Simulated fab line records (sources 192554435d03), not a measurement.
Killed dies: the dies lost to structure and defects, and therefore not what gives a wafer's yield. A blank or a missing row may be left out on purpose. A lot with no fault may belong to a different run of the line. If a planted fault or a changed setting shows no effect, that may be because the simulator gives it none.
Which of the tools did it? | flow n5Finfet | 12 lots with 35 wafers sampled at 4 steps, on a route of 1938 steps

== WHAT EACH GAUGE READ, for each wafer ==
The record holds no reading of a measuring or inspecting step that can be judged against a usual standard deviation.

== WHAT TOOL EACH LOT RAN ON (gives the tool, then ch and the chambers of the sampled wafers, and finally the start) ==
lot  | N5_PASSIVATION_PECVD_00         | N5_PASSIVATION_PECVD_01         | N5_PASSIVATION_PRE_CLEAN_19 | N5_PASSIVATION_STRIP_52
L590 | pecvd-02 ch 0,1, day 11 15:35   | pecvd-03 ch 0,2, day 11 19:47   | pvdSputter-03, day 12 01:58 | wetBench-03 ch 2,4,5, day 12 05:17
L588 | pecvd-02 ch 0,1,2, day 12 05:20 | pecvd-04 ch 0,1, day 12 10:56   | pvdSputter-02, day 12 12:03 | wetBench-05 ch 1,3,5, day 12 15:16
L589 | pecvd-03 ch 0,1,2, day 12 06:54 | pecvd-01 ch 1,2, day 12 12:45   | pvdSputter-02, day 12 16:33 | wetBench-03 ch 4,5,6, day 12 20:29
L593 | pecvd-04 ch 0,1, day 13 09:47   | pecvd-03 ch 1,2, day 13 13:29   | pvdSputter-01, day 13 15:15 | wetBench-06 ch 2,3,5, day 13 19:04
L596 | pecvd-02 ch 0,1,2, day 13 21:39 | pecvd-04 ch 0,1,2, day 14 02:16 | pvdSputter-01, day 14 05:10 | wetBench-06 ch 3,4,5, day 14 09:17
L599 | pecvd-04 ch 1,2, day 14 17:08   | pecvd-04 ch 0,1,2, day 14 22:55 | pvdSputter-02, day 15 01:34 | wetBench-03 ch 2,3,4, day 15 04:52
L600 | pecvd-03 ch 0,1, day 14 20:02   | pecvd-03 ch 0,1,2, day 15 00:03 | pvdSputter-02, day 15 01:59 | wetBench-06 ch 0,2,5, day 15 05:28
L601 | pecvd-03 ch 0,1, day 14 23:17   | pecvd-03 ch 1,2, day 15 03:56   | pvdSputter-02, day 15 07:14 | wetBench-05 ch 1,5,7, day 15 10:33
L603 | pecvd-02 ch 0,1,2, day 15 03:58 | pecvd-04 ch 0,1,2, day 15 09:27 | pvdSputter-02, day 15 10:37 | wetBench-03 ch 1,4,5, day 15 14:30
L606 | pecvd-03 ch 0,2, day 16 20:14   | pecvd-01 ch 0,1,2, day 17 02:17 | pvdSputter-02, day 17 05:43 | wetBench-06 ch 2,3,5, day 17 09:02
L609 | pecvd-04 ch 0,2, day 16 22:01   | pecvd-04 ch 0,2, day 17 03:33   | pvdSputter-03, day 17 05:27 | wetBench-03 ch 1,4,7, day 17 08:38
L611 | pecvd-03 ch 0,1, day 17 04:45   | pecvd-03 ch 0,2, day 17 08:58   | pvdSputter-03, day 17 10:34 | wetBench-06 ch 1,7, day 17 14:23
- N5_PASSIVATION_PECVD_00: deposits SiO2 from SiH4/N2O, target thk 200 nm, time 11.2 s.
- N5_PASSIVATION_PECVD_01: deposits SiNx from SiH4/NH3/N2, target thk 200 nm, time 43.2 s.
- N5_PASSIVATION_PRE_CLEAN_19
- N5_PASSIVATION_STRIP_52: strips in post etch residue remover, time 1200 s.

== AS READ BY THE TOOLS THEMSELVES (means over the sampled wafers that have a number; for cases with no such wafer, the mark the record gives instead) ==
N5_PASSIVATION_PECVD_00.
lot  | tool     | chamberPressureTorr (Torr) | heaterPowerW (W) | showerheadPlenumPTorr (Torr) | throttleValvePct (%)
L590 | pecvd-02 | 2.699                      | 695              | 8.28                         | 53.8
L588 | pecvd-02 | 2.702                      | 621              | 8.15                         | 52.8
L589 | pecvd-03 | 2.701                      | 592              | 8.15                         | 50.4
L593 | pecvd-04 | 2.708                      | 550              | 8.19                         | 55.0
L596 | pecvd-02 | 2.701                      | 645              | 8.16                         | 53.0
L599 | pecvd-04 | 2.705                      | 612              | 8.16                         | 51.9
L600 | pecvd-03 | 2.700                      | 490              | 8.15                         | 51.3
L601 | pecvd-03 | 2.700                      | 544              | 8.17                         | 51.4
L603 | pecvd-02 | 2.694                      | 625              | 8.15                         | 52.9
L606 | pecvd-03 | 2.696                      | 579              | 8.15                         | 50.5
L609 | pecvd-04 | 2.701                      | 659              | 8.22                         | 49.3
L611 | pecvd-03 | 2.701                      | 490              | 8.15                         | 51.9

N5_PASSIVATION_PECVD_01.
lot  | tool     | chamberPressureTorr (Torr) | heaterPowerW (W) | showerheadPlenumPTorr (Torr) | throttleValvePct (%)
L590 | pecvd-03 | 4.894                      | 310              | 8.69                         | 28.3
L588 | pecvd-04 | 4.904                      | 314              | 8.71                         | 31.2
L589 | pecvd-01 | 4.904                      | 477              | 8.69                         | 29.4
L593 | pecvd-03 | 4.897                      | 270              | 8.68                         | 29.1
L596 | pecvd-04 | 4.902                      | 323              | 8.70                         | 29.4
L599 | pecvd-04 | 4.905                      | 327              | 8.69                         | 29.4
L600 | pecvd-03 | 4.892                      | 312              | 8.69                         | 28.8
L601 | pecvd-03 | 4.895                      | 300              | 8.67                         | 28.5
L603 | pecvd-04 | 4.899                      | 298              | 8.70                         | 29.5
L606 | pecvd-01 | 4.894                      | 436              | 8.72                         | 30.0
L609 | pecvd-04 | 4.920                      | 354              | 8.74                         | 29.6
L611 | pecvd-03 | 4.910                      | 369              | 8.68                         | 28.6

N5_PASSIVATION_PRE_CLEAN_19.
lot  | tool          | heaterPowerW (W)
L590 | pvdSputter-03 | 484
L588 | pvdSputter-02 | 528
L589 | pvdSputter-02 | 484
L593 | pvdSputter-01 | 454
L596 | pvdSputter-01 | 480
L599 | pvdSputter-02 | 436
L600 | pvdSputter-02 | 454
L601 | pvdSputter-02 | 413
L603 | pvdSputter-02 | 547
L606 | pvdSputter-02 | 541
L609 | pvdSputter-03 | 524
L611 | pvdSputter-03 | 482

N5_PASSIVATION_STRIP_52.
lot  | tool        | bathGuardTempC (C) | bathHeatDutyPct (%)
L590 | wetBench-03 | 71.9               | 13.5
L588 | wetBench-05 | 71.9               | 15.8
L589 | wetBench-03 | 72.2               | 14.6
L593 | wetBench-06 | 72.1               | 14.3
L596 | wetBench-06 | 72.0               | 12.8
L599 | wetBench-03 | 72.6               | 14.9
L600 | wetBench-06 | -                  | -
L601 | wetBench-05 | -                  | -
L603 | wetBench-03 | -                  | -
L606 | wetBench-06 | 72.0               | 14.0
L609 | wetBench-03 | 72.3               | 14.2
L611 | wetBench-06 | 72.6               | 16.8

== THE ANSWER, worked out from the rows above alone ==
Rule: what is usual is taken from the lots themselves. The widest of any qualifying gaps counts: lots, ordered by their means at a reading, are off when they make up no more than a third of the lots, leave a main group of 4 or more, and stand apart from it by 3 or more times the standard deviation of that group's means. The tables above print the reading to a certain number of digits; a main group whose means all agree to those digits is not used. Also off: a lot with no number at a reading for which 4 or more lots have one. All remaining lots with rows at the step are treated as sound. Order of review: gauges by route order, followed by the tools' own readings, for which a lot's mean as printed above is used. The first step at which some lot is off is used, and at that step the reading that is off furthest; a lot without a number counts as furthest.
Off: L600, L601, L603, at N5_PASSIVATION_STRIP_52 (bathGuardTempC). Without a number there: L600, L601, L603. Main group: mean 72.2 C, sd 0.26.
A tool fits if, at that step or a process step before it, it ran every lot that is off, and no sound lot after the first of them. Of those tried, none fits.

== WHAT THE SIMULATOR PUT IN ==
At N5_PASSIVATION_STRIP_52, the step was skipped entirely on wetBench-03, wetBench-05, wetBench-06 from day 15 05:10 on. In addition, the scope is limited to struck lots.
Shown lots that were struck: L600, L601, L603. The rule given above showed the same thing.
